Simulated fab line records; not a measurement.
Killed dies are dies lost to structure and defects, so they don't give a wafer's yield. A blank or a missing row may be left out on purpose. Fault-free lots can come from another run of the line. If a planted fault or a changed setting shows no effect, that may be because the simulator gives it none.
fab line records || flow nand_harc
[record] {"lots": 15, "wafers": 45, "last_day": 33}
route steps=1302 shown P_STI@98 A_BONDPAD@1232 THIN_TSV@1267 END@1302
lots that met no fault: taken from a fault-free run of the same line
start_h: hours from the record's first day to the start of the lot's first wafer shown || wait_h: hours elapsed since this lot's preceding step || " unchanged from the row above || L1.1+2: a single row standing in for several wafers || - value missing, or start not given || * or withheld: withheld || < > ~ a bound
route shown NAME@n: a module of which the file shows steps, and the number in the route of the first || usual: average and standard deviation across the fault-free wafers || same: alike in all rows || chamber/n: place in a boat || sites: the reading at each site || _std_site: the standard deviation of these || _edge_site: mean of outer sites minus mean of inner sites || radius_mm: how far each site lies from the wafer's centre || mask NAME#n: copy n || behind: the most recent tool/chamber to have shaped the wafer || hold: why the lot went on hold/how many hours it stayed there/how the hold came to an end || device: which transistor (n, p or np) failed to switch || end of line: the tests these same wafers got at the end of their route || where a step has no rows: the recipe by itself || killed: the dies lost at the first sort to structure and to defects; this is not the yield of the wafer || map: the dies of a wafer, with x for killed, . for not killed, _ for no die there
set.NAME: the setting as run; set.NAME@STEP: as run at that earlier step || model.NAME: the simulator's own value behind a step, which no gauge read
steps of the route over a sample of lots; a table a step, a row a wafer
services: from which hour (start_h, from the record's first day; less than 0 if before it) a tool's chamber was out of use, for how many hours, and why
[[steps]]
[step NHARC_P_STI_HDPCVD_20]
[recipe] {"target_thk_a": "withheld", "sigma_open_frac": "withheld", "material": "SiO2"}
{"lot.wafer": "L950.1+3+6", "tool": "hdpcvd-01", "chamber": "0,1,1", "start_h": 59.13, "wait_h": 0.5}
{"lot.wafer": "L952.1+4+5", "tool": "hdpcvd-01", "chamber": "1,1,0", "start_h": 72.85, "wait_h": 0.5}
{"lot.wafer": "L953.4+3+6", "tool": "hdpcvd-01", "chamber": "0,1,0", "start_h": 85.48, "wait_h": 0.5}
{"lot.wafer": "L954.2+3+5", "tool": "hdpcvd-01", "chamber": "1,0,1", "start_h": 91.25, "wait_h": 0.4}
{"lot.wafer": "L955.1+3+6", "tool": "hdpcvd-01", "chamber": "1,1,0", "start_h": 103.68, "wait_h": 0.5}
{"lot.wafer": "L956.1+4+6", "tool": "hdpcvd-01", "chamber": 0, "start_h": 112.33, "wait_h": 0.4}
{"lot.wafer": "L957.2+4+6", "tool": "hdpcvd-01", "chamber": "0,1,0", "start_h": 123.72, "wait_h": 0.4}
{"lot.wafer": "L958.4+3+6", "tool": "hdpcvd-01", "chamber": "1,0,1", "start_h": 137.28, "wait_h": 0.5}
{"lot.wafer": "L959.1+3+5", "tool": "hdpcvd-01", "chamber": "0,1,0", "start_h": 149.72, "wait_h": 0.4}
{"lot.wafer": "L962.2+3+6", "tool": "hdpcvd-01", "chamber": "1,0,1", "start_h": 169.77, "wait_h": 0.4}
{"lot.wafer": "L961.1+2+3", "tool": "hdpcvd-01", "chamber": "0,1,1", "start_h": 170.26, "wait_h": 0.9}
{"lot.wafer": "L964.1+4+5", "tool": "hdpcvd-01", "chamber": "1,0,0", "start_h": 202.55, "wait_h": 12.7}
{"lot.wafer": "L963.4+3+6", "tool": "hdpcvd-01", "chamber": "1,0,1", "start_h": 203.12, "wait_h": 13.3}
{"lot.wafer": "L965.1+4+6", "tool": "hdpcvd-01", "chamber": 0, "start_h": 203.52, "wait_h": 1.7}
{"lot.wafer": "L973.2+4+5", "tool": "hdpcvd-01", "chamber": "1,1,0", "start_h": 283.01, "wait_h": 0.5}
[step NHARC_A_BONDPAD_THK_MEAS_20]
[recipe] {"thk_meas_gauge": "xrf"}
[usual] {"thk_nm": "169.8/1.7"}
{"lot.wafer": "L950.1", "tool": "film_metro-02", "chamber": "-", "start_h": 542.51, "wait_h": "-", "thk_nm": 170.1}
{"lot.wafer": "L950.3", "tool": "film_metro-02", "chamber": "-", "start_h": 542.51, "wait_h": "-", "thk_nm": 171.2}
{"lot.wafer": "L950.6", "tool": "film_metro-02", "chamber": "-", "start_h": 542.51, "wait_h": "-", "thk_nm": 170.0}
{"lot.wafer": "L953.3", "tool": "film_metro-02", "chamber": "-", "start_h": 558.06, "wait_h": "-", "thk_nm": 169.9}
{"lot.wafer": "L953.4", "tool": "film_metro-02", "chamber": "-", "start_h": 558.06, "wait_h": "-", "thk_nm": 171.0}
{"lot.wafer": "L953.6", "tool": "film_metro-02", "chamber": "-", "start_h": 558.06, "wait_h": "-", "thk_nm": 171.1}
{"lot.wafer": "L952.1", "tool": "film_metro-02", "chamber": "-", "start_h": 559.28, "wait_h": "-", "thk_nm": 170.8}
{"lot.wafer": "L952.4", "tool": "film_metro-02", "chamber": "-", "start_h": 559.28, "wait_h": "-", "thk_nm": 170.2}
{"lot.wafer": "L952.5", "tool": "film_metro-02", "chamber": "-", "start_h": 559.28, "wait_h": "-", "thk_nm": 173.1}
{"lot.wafer": "L954.2", "tool": "film_metro-02", "chamber": "-", "start_h": 569.93, "wait_h": "-", "thk_nm": 169.6}
{"lot.wafer": "L954.3", "tool": "film_metro-02", "chamber": "-", "start_h": 569.93, "wait_h": "-", "thk_nm": 167.4}
{"lot.wafer": "L954.5", "tool": "film_metro-02", "chamber": "-", "start_h": 569.93, "wait_h": "-", "thk_nm": 168.5}
{"lot.wafer": "L955.1", "tool": "film_metro-02", "chamber": "-", "start_h": 593.39, "wait_h": "-", "thk_nm": 169.3}
{"lot.wafer": "L955.3", "tool": "film_metro-02", "chamber": "-", "start_h": 593.39, "wait_h": "-", "thk_nm": 168.1}
{"lot.wafer": "L955.6", "tool": "film_metro-02", "chamber": "-", "start_h": 593.39, "wait_h": "-", "thk_nm": 168.9}
{"lot.wafer": "L956.1", "tool": "film_metro-01", "chamber": "-", "start_h": 598.62, "wait_h": "-", "thk_nm": 166.2}
{"lot.wafer": "L956.4", "tool": "film_metro-01", "chamber": "-", "start_h": 598.62, "wait_h": "-", "thk_nm": 170.8}
{"lot.wafer": "L956.6", "tool": "film_metro-01", "chamber": "-", "start_h": 598.62, "wait_h": "-", "thk_nm": 168.4}
{"lot.wafer": "L957.2", "tool": "film_metro-02", "chamber": "-", "start_h": 608.44, "wait_h": "-", "thk_nm": 167.4}
{"lot.wafer": "L957.4", "tool": "film_metro-02", "chamber": "-", "start_h": 608.44, "wait_h": "-", "thk_nm": 171.2}
{"lot.wafer": "L957.6", "tool": "film_metro-02", "chamber": "-", "start_h": 608.44, "wait_h": "-", "thk_nm": 168.9}
{"lot.wafer": "L958.3", "tool": "film_metro-01", "chamber": "-", "start_h": 627.78, "wait_h": "-", "thk_nm": 173.2}
{"lot.wafer": "L958.4", "tool": "film_metro-01", "chamber": "-", "start_h": 627.78, "wait_h": "-", "thk_nm": 171.0}
{"lot.wafer": "L958.6", "tool": "film_metro-01", "chamber": "-", "start_h": 627.78, "wait_h": "-", "thk_nm": 170.6}
{"lot.wafer": "L962.2", "tool": "film_metro-01", "chamber": "-", "start_h": 640.26, "wait_h": "-", "thk_nm": 173.3}
{"lot.wafer": "L962.3", "tool": "film_metro-01", "chamber": "-", "start_h": 640.26, "wait_h": "-", "thk_nm": 170.3}
{"lot.wafer": "L962.6", "tool": "film_metro-01", "chamber": "-", "start_h": 640.26, "wait_h": "-", "thk_nm": 168.6}
{"lot.wafer": "L961.1", "tool": "film_metro-01", "chamber": "-", "start_h": 640.76, "wait_h": "-", "thk_nm": 170.1}
{"lot.wafer": "L961.2", "tool": "film_metro-01", "chamber": "-", "start_h": 640.76, "wait_h": "-", "thk_nm": 167.0}
{"lot.wafer": "L961.3", "tool": "film_metro-01", "chamber": "-", "start_h": 640.76, "wait_h": "-", "thk_nm": 170.2}
{"lot.wafer": "L959.1", "tool": "film_metro-01", "chamber": "-", "start_h": 646.46, "wait_h": "-", "thk_nm": 171.6}
{"lot.wafer": "L959.3", "tool": "film_metro-01", "chamber": "-", "start_h": 646.46, "wait_h": "-", "thk_nm": 169.8}
{"lot.wafer": "L959.5", "tool": "film_metro-01", "chamber": "-", "start_h": 646.46, "wait_h": "-", "thk_nm": 170.6}
{"lot.wafer": "L965.1", "tool": "film_metro-02", "chamber": "-", "start_h": 672.82, "wait_h": "-", "thk_nm": 167.1}
{"lot.wafer": "L965.4", "tool": "film_metro-02", "chamber": "-", "start_h": 672.82, "wait_h": "-", "thk_nm": 168.8}
{"lot.wafer": "L965.6", "tool": "film_metro-02", "chamber": "-", "start_h": 672.82, "wait_h": "-", "thk_nm": 171.0}
{"lot.wafer": "L964.1", "tool": "film_metro-02", "chamber": "-", "start_h": 677.55, "wait_h": "-", "thk_nm": 172.6}
{"lot.wafer": "L964.4", "tool": "film_metro-02", "chamber": "-", "start_h": 677.55, "wait_h": "-", "thk_nm": 170.7}
{"lot.wafer": "L964.5", "tool": "film_metro-02", "chamber": "-", "start_h": 677.55, "wait_h": "-", "thk_nm": 170.3}
{"lot.wafer": "L963.3", "tool": "film_metro-01", "chamber": "-", "start_h": 678.93, "wait_h": "-", "thk_nm": 170.4}
{"lot.wafer": "L963.4", "tool": "film_metro-01", "chamber": "-", "start_h": 678.93, "wait_h": "-", "thk_nm": 167.7}
{"lot.wafer": "L963.6", "tool": "film_metro-01", "chamber": "-", "start_h": 678.93, "wait_h": "-", "thk_nm": 166.4}
{"lot.wafer": "L973.2", "tool": "film_metro-02", "chamber": "-", "start_h": 768.11, "wait_h": "-", "thk_nm": 169.3}
{"lot.wafer": "L973.4", "tool": "film_metro-02", "chamber": "-", "start_h": 768.11, "wait_h": "-", "thk_nm": 169.4}
{"lot.wafer": "L973.5", "tool": "film_metro-02", "chamber": "-", "start_h": 768.11, "wait_h": "-", "thk_nm": 168.5}
[step NHARC_THIN_TSV_DEP_47]
[recipe] {"target_thk_a": 2000, "temp_c": "withheld", "pressure_torr": 6.5, "rf_w": 900, "teos_flow_sccm": 161.4, "flow_sccm": 2650, "target_thk_nm": 200, "gas": "O2", "material": "SiO2"}
[usual] {"showerhead_vpp_V": "1815/64", "throttle_valve_pct": "16.3/0.47"}
{"lot.wafer": "L950.1", "tool": "pecvd-02", "chamber": 2, "start_h": 560.26, "wait_h": "-", "showerhead_vpp_V": 1871, "throttle_valve_pct": 15.8}
{"lot.wafer": "L950.3", "tool": "pecvd-02", "chamber": 1, "start_h": 560.26, "wait_h": "-", "showerhead_vpp_V": 1774, "throttle_valve_pct": 15.7}
{"lot.wafer": "L950.6", "tool": "pecvd-02", "chamber": 0, "start_h": 560.26, "wait_h": "-", "showerhead_vpp_V": 1783, "throttle_valve_pct": 16.7}
{"lot.wafer": "L953.3", "tool": "pecvd-01", "chamber": 2, "start_h": 572.35, "wait_h": "-", "showerhead_vpp_V": 1760, "throttle_valve_pct": 16.3}
{"lot.wafer": "L953.4", "tool": "pecvd-01", "chamber": 2, "start_h": 572.35, "wait_h": "-", "showerhead_vpp_V": 1756, "throttle_valve_pct": 16.0}
{"lot.wafer": "L953.6", "tool": "pecvd-01", "chamber": 0, "start_h": 572.35, "wait_h": "-", "showerhead_vpp_V": 1826, "throttle_valve_pct": 16.3}
{"lot.wafer": "L952.1", "tool": "pecvd-01", "chamber": 0, "start_h": 573.55, "wait_h": "-", "showerhead_vpp_V": 1860, "throttle_valve_pct": 16.4}
{"lot.wafer": "L952.4", "tool": "pecvd-01", "chamber": 2, "start_h": 573.55, "wait_h": "-", "showerhead_vpp_V": 1755, "throttle_valve_pct": 16.2}
{"lot.wafer": "L952.5", "tool": "pecvd-01", "chamber": 0, "start_h": 573.55, "wait_h": "-", "showerhead_vpp_V": 1850, "throttle_valve_pct": 16.4}
{"lot.wafer": "L954.3", "tool": "pecvd-02", "chamber": 0, "start_h": 584.91, "wait_h": "-", "showerhead_vpp_V": 1797, "throttle_valve_pct": 16.9}
{"lot.wafer": "L954.2", "tool": "pecvd-02", "chamber": 1, "start_h": 584.91, "wait_h": "-", "showerhead_vpp_V": 1736, "throttle_valve_pct": 15.8}
{"lot.wafer": "L954.5", "tool": "pecvd-02", "chamber": 2, "start_h": 584.91, "wait_h": "-", "showerhead_vpp_V": 1867, "throttle_valve_pct": 16.2}
{"lot.wafer": "L955.1", "tool": "pecvd-01", "chamber": 1, "start_h": 607.97, "wait_h": "-", "showerhead_vpp_V": 1859, "throttle_valve_pct": 16.4}
{"lot.wafer": "L955.3", "tool": "pecvd-01", "chamber": 0, "start_h": 607.97, "wait_h": "-", "showerhead_vpp_V": 1837, "throttle_valve_pct": 16.6}
{"lot.wafer": "L955.6", "tool": "pecvd-01", "chamber": 0, "start_h": 607.97, "wait_h": "-", "showerhead_vpp_V": 1839, "throttle_valve_pct": 16.5}
{"lot.wafer": "L956.1", "tool": "pecvd-02", "chamber": 0, "start_h": 616.03, "wait_h": "-", "showerhead_vpp_V": 1774, "throttle_valve_pct": 17.2}
{"lot.wafer": "L956.4", "tool": "pecvd-02", "chamber": 1, "start_h": 616.03, "wait_h": "-", "showerhead_vpp_V": 1779, "throttle_valve_pct": 15.4}
{"lot.wafer": "L956.6", "tool": "pecvd-02", "chamber": 2, "start_h": 616.03, "wait_h": "-", "showerhead_vpp_V": 1836, "throttle_valve_pct": 16.3}
{"lot.wafer": "L957.2", "tool": "pecvd-01", "chamber": 1, "start_h": 624.04, "wait_h": "-", "showerhead_vpp_V": 1915, "throttle_valve_pct": 16.4}
{"lot.wafer": "L957.4", "tool": "pecvd-01", "chamber": 0, "start_h": 624.04, "wait_h": "-", "showerhead_vpp_V": 1833, "throttle_valve_pct": 16.4}
{"lot.wafer": "L957.6", "tool": "pecvd-01", "chamber": 2, "start_h": 624.04, "wait_h": "-", "showerhead_vpp_V": 1775, "throttle_valve_pct": 16.2}
{"lot.wafer": "L958.3", "tool": "pecvd-04", "chamber": 2, "start_h": 646.11, "wait_h": "-", "showerhead_vpp_V": 1832, "throttle_valve_pct": 16.0}
{"lot.wafer": "L958.6", "tool": "pecvd-04", "chamber": 1, "start_h": 646.11, "wait_h": "-", "showerhead_vpp_V": 1961, "throttle_valve_pct": 16.0}
{"lot.wafer": "L958.4", "tool": "pecvd-04", "chamber": 2, "start_h": 646.11, "wait_h": "-", "showerhead_vpp_V": 1858, "throttle_valve_pct": 15.9}
{"lot.wafer": "L962.3", "tool": "pecvd-01", "chamber": 1, "start_h": 654.99, "wait_h": "-", "showerhead_vpp_V": 1902, "throttle_valve_pct": 16.5}
{"lot.wafer": "L962.2", "tool": "pecvd-01", "chamber": 2, "start_h": 654.99, "wait_h": "-", "showerhead_vpp_V": 1755, "throttle_valve_pct": 16.4}
{"lot.wafer": "L962.6", "tool": "pecvd-01", "chamber": 0, "start_h": 654.99, "wait_h": "-", "showerhead_vpp_V": 1818, "throttle_valve_pct": 16.7}
{"lot.wafer": "L961.1", "tool": "pecvd-02", "chamber": 2, "start_h": 656.13, "wait_h": "-", "showerhead_vpp_V": 1840, "throttle_valve_pct": 16.3}
{"lot.wafer": "L961.2", "tool": "pecvd-02", "chamber": 0, "start_h": 656.13, "wait_h": "-", "showerhead_vpp_V": 1763, "throttle_valve_pct": 17.4}
{"lot.wafer": "L961.3", "tool": "pecvd-02", "chamber": 1, "start_h": 656.13, "wait_h": "-", "showerhead_vpp_V": 1742, "throttle_valve_pct": 15.5}
{"lot.wafer": "L959.1", "tool": "pecvd-01", "chamber": 2, "start_h": 660.77, "wait_h": "-", "showerhead_vpp_V": 1765, "throttle_valve_pct": 16.1}
{"lot.wafer": "L959.3", "tool": "pecvd-01", "chamber": 0, "start_h": 660.77, "wait_h": "-", "showerhead_vpp_V": 1807, "throttle_valve_pct": 16.6}
{"lot.wafer": "L959.5", "tool": "pecvd-01", "chamber": 2, "start_h": 660.77, "wait_h": "-", "showerhead_vpp_V": 1745, "throttle_valve_pct": 16.4}
{"lot.wafer": "L965.1", "tool": "pecvd-02", "chamber": 1, "start_h": 687.13, "wait_h": "-", "showerhead_vpp_V": 1760, "throttle_valve_pct": 15.7}
{"lot.wafer": "L965.4", "tool": "pecvd-02", "chamber": 1, "start_h": 687.13, "wait_h": "-", "showerhead_vpp_V": 1787, "throttle_valve_pct": 15.4}
{"lot.wafer": "L965.6", "tool": "pecvd-02", "chamber": 2, "start_h": 687.13, "wait_h": "-", "showerhead_vpp_V": 1855, "throttle_valve_pct": 16.6}
{"lot.wafer": "L964.1", "tool": "pecvd-02", "chamber": 1, "start_h": 696.98, "wait_h": "-", "showerhead_vpp_V": 1770, "throttle_valve_pct": 15.4}
{"lot.wafer": "L964.4", "tool": "pecvd-02", "chamber": 2, "start_h": 696.98, "wait_h": "-", "showerhead_vpp_V": 1909, "throttle_valve_pct": 16.6}
{"lot.wafer": "L964.5", "tool": "pecvd-02", "chamber": 1, "start_h": 696.98, "wait_h": "-", "showerhead_vpp_V": 1754, "throttle_valve_pct": 15.5}
{"lot.wafer": "L963.3", "tool": "pecvd-04", "chamber": 0, "start_h": 698.10, "wait_h": "-", "showerhead_vpp_V": 1663, "throttle_valve_pct": 16.0}
{"lot.wafer": "L963.4", "tool": "pecvd-04", "chamber": 1, "start_h": 698.10, "wait_h": "-", "showerhead_vpp_V": 1910, "throttle_valve_pct": 15.9}
{"lot.wafer": "L963.6", "tool": "pecvd-04", "chamber": 2, "start_h": 698.10, "wait_h": "-", "showerhead_vpp_V": 1867, "throttle_valve_pct": 15.9}
{"lot.wafer": "L973.2", "tool": "pecvd-04", "chamber": 2, "start_h": 782.46, "wait_h": "-", "showerhead_vpp_V": 1841, "throttle_valve_pct": 16.1}
{"lot.wafer": "L973.5", "tool": "pecvd-04", "chamber": 2, "start_h": 782.46, "wait_h": "-", "showerhead_vpp_V": 1852, "throttle_valve_pct": 16.0}
{"lot.wafer": "L973.4", "tool": "pecvd-04", "chamber": 0, "start_h": 782.46, "wait_h": "-", "showerhead_vpp_V": 1682, "throttle_valve_pct": 16.1}
[step NHARC_END_SORT_01]
[recipe] {"temp_c": 25}
[usual] {"killed_at_array": "58/18", "killed_at_other": "1.0/1.5", "killed_at_periphery": "4/3.1", "killed_dies": "64/18", "killed_open": "3.4/1.9", "killed_short": "2.7/1.7"}
[same] {"gross_dies": 677}
{"lot.wafer": "L965.1", "tool": "prober-01", "chamber": 0, "start_h": 700.38, "wait_h": 2.5, "killed_at_array": 59, "killed_at_other": 0, "killed_at_periphery": 70, "killed_dies": 129, "killed_open": 1, "killed_short": 4}
{"lot.wafer": "L965.4", "tool": "prober-01", "chamber": 0, "start_h": 702.78, "wait_h": 3.4, "killed_at_array": 56, "killed_at_other": 0, "killed_at_periphery": 82, "killed_dies": 138, "killed_open": 5, "killed_short": 2}
{"lot.wafer": "L965.6", "tool": "prober-01", "chamber": 0, "start_h": 704.38, "wait_h": 4.0, "killed_at_array": 48, "killed_at_other": 1, "killed_at_periphery": 67, "killed_dies": 116, "killed_open": 1, "killed_short": 1}
{"lot.wafer": "L964.1", "tool": "prober-02", "chamber": 0, "start_h": 710.93, "wait_h": 2.5, "killed_at_array": 39, "killed_at_other": 0, "killed_at_periphery": 3, "killed_dies": 42, "killed_open": 6, "killed_short": 2}
{"lot.wafer": "L964.4", "tool": "prober-02", "chamber": 0, "start_h": 713.30, "wait_h": 3.4, "killed_at_array": 36, "killed_at_other": 0, "killed_at_periphery": 76, "killed_dies": 112, "killed_open": 1, "killed_short": 3}
{"lot.wafer": "L964.5", "tool": "prober-02", "chamber": 0, "start_h": 714.10, "wait_h": 3.7, "killed_at_array": 42, "killed_at_other": 0, "killed_at_periphery": 79, "killed_dies": 121, "killed_open": 1, "killed_short": 4}
{"lot.wafer": "L963.3", "tool": "prober-01", "chamber": 0, "start_h": 712.50, "wait_h": 3.1, "killed_at_array": 62, "killed_at_other": 0, "killed_at_periphery": 60, "killed_dies": 122, "killed_open": 3, "killed_short": 5}
{"lot.wafer": "L963.4", "tool": "prober-01", "chamber": 0, "start_h": 713.30, "wait_h": 3.4, "killed_at_array": 81, "killed_at_other": 0, "killed_at_periphery": 0, "killed_dies": 81, "killed_open": 1, "killed_short": 5}
{"lot.wafer": "L963.6", "tool": "prober-01", "chamber": 0, "start_h": 714.89, "wait_h": 4.0, "killed_at_array": 84, "killed_at_other": 0, "killed_at_periphery": 4, "killed_dies": 88, "killed_open": 9, "killed_short": 1}
// killed by level:class
L965.1 P_STI:unspecified=63 A_SLIT:chamber_film_flake=24 A_CHANNEL_HOLE_D2:chamber_film_flake=18 A_CONTACT:chamber_film_flake=4 P_STI:chamber_film_flake=3 P_GATE:chamber_film_flake=2 P_ZERO_WELL:chamber_film_flake=2 A_CHANNEL_HOLE_D1:chamber_film_flake=2
L965.4 P_STI:unspecified=75 A_SLIT:chamber_film_flake=20 A_CHANNEL_HOLE_D2:chamber_film_flake=14 A_CHANNEL_HOLE_D1:chamber_film_flake=5 A_STAIRCASE:chamber_film_flake=4 A_WL_FILL:chamber_film_flake=4 P_ZERO_WELL:chamber_film_flake=3 P_M0:geometric_particle:open=2
L965.6 P_STI:unspecified=63 A_SLIT:chamber_film_flake=27 A_CHANNEL_HOLE_D2:chamber_film_flake=12 A_STAIRCASE:chamber_film_flake=4 P_ZERO_WELL:chamber_film_flake=2 A_CONTACT:chamber_film_flake=2 P_CONTACT:geometric_particle:open=1 A_ONON_D1:geometric_particle:short=1
L964.1 A_CHANNEL_HOLE_D1:chamber_film_flake=8 A_STAIRCASE:chamber_film_flake=8 P_CONTACT:chamber_film_flake=3 A_SLIT:chamber_film_flake=3 A_CONTACT:chamber_film_flake=3 A_M1:chamber_film_flake=3 A_CHANNEL_FILL_D1:chamber_film_flake=2 A_SOURCE_PLATE:geometric_particle:open=1
L963.3 P_STI:unspecified=57 A_SLIT:chamber_film_flake=29 A_CHANNEL_HOLE_D1:chamber_film_flake=18 A_STAIRCASE:chamber_film_flake=3 A_DECK1_JOINT:geometric_particle:short=2 A_WL_FILL:geometric_particle:short=2 A_BLC:geometric_particle:open=2 A_CHANNEL_FILL_D1:chamber_film_flake=2
L963.4 A_SLIT:chamber_film_flake=36 A_CHANNEL_HOLE_D1:chamber_film_flake=30 A_CONTACT:chamber_film_flake=3 A_STAIRCASE:chamber_film_flake=2 A_WL_FILL:chamber_film_flake=2 A_ONON_D1:geometric_particle:short=1 A_ONON_D2:geometric_particle:short=1 A_CHANNEL_HOLE_D2:geometric_particle:short=1
L964.4 P_STI:unspecified=71 A_CHANNEL_HOLE_D1:chamber_film_flake=7 A_STAIRCASE:chamber_film_flake=6 A_CONTACT:chamber_film_flake=5 A_M1:chamber_film_flake=5 A_SLIT:chamber_film_flake=4 P_CONTACT:chamber_film_flake=4 A_CHANNEL_FILL_D1:geometric_particle:short=2
L964.5 P_STI:unspecified=73 A_SLIT:chamber_film_flake=11 A_CHANNEL_HOLE_D1:chamber_film_flake=8 A_CONTACT:chamber_film_flake=8 A_STAIRCASE:chamber_film_flake=7 A_ONON_D1:geometric_particle:short=2 A_DECK1_JOINT:geometric_particle:short=2 P_ZERO_WELL:chamber_film_flake=2
L963.6 A_CHANNEL_HOLE_D1:chamber_film_flake=36 A_SLIT:chamber_film_flake=36 P_GATE:chamber_film_flake=2 P_GATE:geometric_particle:open=1 A_ONON_D1:geometric_particle:short=1 A_CHANNEL_HOLE_D1:geometric_particle:open=1 A_ONON_D2:geometric_particle:open=1 A_CHANNEL_HOLE_D2:geometric_particle:open=1
[[services]]
{"tool": "pecvd-02", "chamber": "-", "start_h": 46.32, "hours": 13.0, "kind": "pm"}
{"tool": "hdpcvd-01", "chamber": "-", "start_h": 57.29, "hours": 0.7, "kind": "repair"}
{"tool": "pecvd-01", "chamber": 0, "start_h": 65.15, "hours": 5.5, "kind": "repair"}
{"tool": "pecvd-01", "chamber": "-", "start_h": 80.94, "hours": 0.3, "kind": "repair"}
{"tool": "pecvd-01", "chamber": "-", "start_h": 130.85, "hours": 13.0, "kind": "pm"}
{"tool": "hdpcvd-01", "chamber": "-", "start_h": 158.20, "hours": 0.2, "kind": "repair"}
{"tool": "pecvd-02", "chamber": "-", "start_h": 180.46, "hours": 1.0, "kind": "repair"}
{"tool": "pecvd-01", "chamber": 1, "start_h": 185.57, "hours": 14.4, "kind": "repair"}
{"tool": "hdpcvd-01", "chamber": "-", "start_h": 189.47, "hours": 13.0, "kind": "pm"}
{"tool": "pecvd-02", "chamber": "-", "start_h": 200.81, "hours": 1.3, "kind": "repair"}
{"tool": "pecvd-02", "chamber": "-", "start_h": 227.32, "hours": 13.0, "kind": "pm"}
{"tool": "pecvd-02", "chamber": "-", "start_h": 277.12, "hours": 0.7, "kind": "repair"}
{"tool": "pecvd-01", "chamber": "-", "start_h": 311.85, "hours": 13.0, "kind": "pm"}
{"tool": "pecvd-02", "chamber": 2, "start_h": 365.23, "hours": 22.9, "kind": "repair"}
{"tool": "hdpcvd-01", "chamber": "-", "start_h": 370.47, "hours": 13.0, "kind": "pm"}
{"tool": "pecvd-02", "chamber": "-", "start_h": 408.32, "hours": 13.0, "kind": "pm"}
{"tool": "pecvd-01", "chamber": "-", "start_h": 492.85, "hours": 13.0, "kind": "pm"}
{"tool": "hdpcvd-01", "chamber": "-", "start_h": 495.58, "hours": 2.2, "kind": "repair"}
{"tool": "pecvd-01", "chamber": "-", "start_h": 545.39, "hours": 3.4, "kind": "repair"}
{"tool": "hdpcvd-01", "chamber": "-", "start_h": 551.47, "hours": 13.0, "kind": "pm"}
{"tool": "pecvd-02", "chamber": "-", "start_h": 589.32, "hours": 13.0, "kind": "pm"}
{"tool": "pecvd-01", "chamber": "-", "start_h": 631.15, "hours": 0.5, "kind": "repair"}
{"tool": "hdpcvd-01", "chamber": "-", "start_h": 659.38, "hours": 1.1, "kind": "repair"}
{"tool": "hdpcvd-01", "chamber": "-", "start_h": 732.47, "hours": 13.0, "kind": "pm"}
[[key]]
[first_sign] {"step": "NHARC_END_SORT_01", "reading": "killed_at_periphery", "direction": "up", "sigmas": 22, "usual": 4, "struck": 72}
[effect] {"step": "NHARC_END_SORT_01", "reading": "killed_dies", "direction": "up", "sigmas": 3.3, "usual": 64, "struck": 123}
[more_kills_born_at] {"NHARC_P_STI_HDPCVD_20@hdpcvd-01": 402}
met_at NHARC_P_STI_HDPCVD_20
struck_lots L963,L964,L965
struck_wafers L963.3,L964.4,L964.5,L965.1,L965.4,L965.6
tester_left_out L963,L964,L965
not_acting_at NHARC_A_BONDPAD_THK_MEAS_20,NHARC_THIN_TSV_DEP_47
onset_between 170.26 202.55
[fault] {"kind": "chamber_particle_source", "tool": "hdpcvd-01", "chamber": 0, "onset_h": 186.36, "steps": "NHARC_P_STI_HDPCVD_20", "rate_per_visit_cm2": 0.43006, "end_h": 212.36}
// tester_left_out: of these lots the tester's yield and bins aren't shown, on N5 and GAA mostly nor the transistor test; their killed dies are dies lost to structure and defects alone, not to doping, threshold or leakage, so they don't give the yield
